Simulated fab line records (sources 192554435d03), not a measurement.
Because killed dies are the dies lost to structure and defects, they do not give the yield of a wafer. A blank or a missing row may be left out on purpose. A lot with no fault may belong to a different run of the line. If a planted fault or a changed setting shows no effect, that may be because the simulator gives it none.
Comparing a struck lot with a sound one :: flow n5Finfet :: 23 steps out of a route of 1938
Sound: these wafers, L481.2, L481.3, L481.4. Wafers struck: L484.2, L484.3, L484.5. The cause is named last.
Per side, at each step with rows, come the tool, then ch with its chambers, and then its first start. Under that, the readings that differ: sound wafers :: struck wafers :: difference of the means :: sigmas: that difference in standard deviations of wafers without a fault.
alike: readings with means less than 2 such deviations apart, plus words and numbers identical on both sides. not compared: withheld readings, readings lacking a value on some wafer, bounds such as >300 that could conceal the same value, and numbers that have no deviation in the record and whose values overlap.
Wherever a step has rows on one side only, a row that says differs or no value, or a row with sigmas, the two part there. Numbers that have no deviation but don't overlap get no sigmas and don't part them. Lack of a reading on every wafer of one side parts them only where that side has two or more wafers.

first, 8 steps without rows for these wafers: N5_BEOL_M8_ANNEAL_51 (time 90 s); N5_BEOL_M8_CMP_52 (polishes, stops on SiCOH lowk, t overpolish 6.9 s, target thk 80 nm); N5_BEOL_M8_PRE_CLEAN_55 (time 15 s); N5_BEOL_M8_DEP_56 (deposits SiCN from 3MS/NH3, target thk 10 nm, time 17.5 s); N5_BEOL_M9_ILD_DEP_00 (deposits SiCOH lowk from DEMS/porogen, target thk 308.51 nm, time 58 s); N5_BEOL_M9_CURE_71 (cures SiCOH lowk, time 240 s); N5_BEOL_M9_PECVD_70 (deposits SiO2 from TEOS/O2, target thk 20 nm, time 22.7 s); N5_BEOL_M9_HM_DEP_02 (deposits TiN, target thk 20 nm).
N5_BEOL_M9_COAT_59: time 60 s, resist thk 100 nm.
  sound on lithoTrack-04 ch 0, day 12 21:34; struck on lithoTrack-04 ch 0, day 13 11:44
reading: spinSpeedRpm (rpm)
sound: 1498.0 1499.8 1499.9
struck: 1564.8 1564.2 1564.3
difference: +65.2
sigmas: +59

reading: model.SOC_of_BEOL_M9_COAT_59.thkNm (nm)
sound: 99.6 99.8 99.8
struck: 97.4 97.4 97.2
difference: -2.4
sigmas: 
  alike: dispensePressureKPa
then, 9 steps without rows for these wafers: N5_BEOL_M9_COAT_60 (time 60 s, resist thk 30 nm); N5_BEOL_M9_COAT_05 (resist thk 90 nm); N5_BEOL_M9_EBR_07; N5_BEOL_M9_SOFTBAKE_06 (time 60 s); N5_BEOL_M9_EXPOSE_08 (exposes mask M9); N5_BEOL_M9_PEB_09 (peb time 60 s); N5_BEOL_M9_DEVELOP_10 (develop time 30 s); N5_BEOL_M9_DESCUM_16 (chemistry O2, time 7.9 s); N5_BEOL_M9_ETCH_61 (etches SiARC in CF4, target depth 39 nm, time 65 s).
N5_BEOL_M9_ETCH_62: etches SOC in N2/H2, target depth 110 nm, overetch 22 nm, time 165 s.
  sound on rieDiel-03 ch 1,2,3, day 12 22:07; struck on rieDiel-02 ch 0,2, day 13 12:16
reading: model.etch.depthNm (nm)
sound: 99.69 99.86 99.72
struck: 97.48 97.44 97.25
difference: -2.37
sigmas: 
  alike: drypumpMotorCurrentA, oesProductAu, rfFwdPowerW, rfVppV, showerheadPlenumPTorr, throttleValvePct
  not compared: rfHoursCounterH
then, 2 steps without rows for these wafers: N5_BEOL_M9_STRIP_68 (strips in N2/H2); N5_BEOL_M9_STRIP_67 (strips in CF4).
N5_BEOL_M9_HM_OPEN_17: chemistry Cl2/BCl3, target TiN, target depth 20 nm, overetch 6 nm.
  sound on rieMetal-02 ch 0,1, day 12 22:19; struck on rieMetal-02 ch 0,1, day 13 12:28
reading: model.SOC_of_BEOL_M9_COAT_59.thkNm (nm)
sound: 92 92 92
struck: 89.6 89.6 89.4
difference: -2.5
sigmas: 
  alike: drypumpMotorCurrentA, mfcArSccm, mfcCl2Sccm, oesProductAu, rfFwdPowerW, throttleValvePct
  not compared: rfHoursCounterH
then, 1 step without rows for these wafers: N5_BEOL_M9_STRIP_19 (strips in O2).

== WHERE THEY PART ==
Only at N5_BEOL_M9_COAT_59, as far as this record shows. Later steps at which nothing parts them and some readings are alike: N5_BEOL_M9_ETCH_62, N5_BEOL_M9_HM_OPEN_17.

WHY: what had been put in by the simulator
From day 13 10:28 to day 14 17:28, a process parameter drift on lithoTrack-04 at N5_BEOL_M9_COAT_59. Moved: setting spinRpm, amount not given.
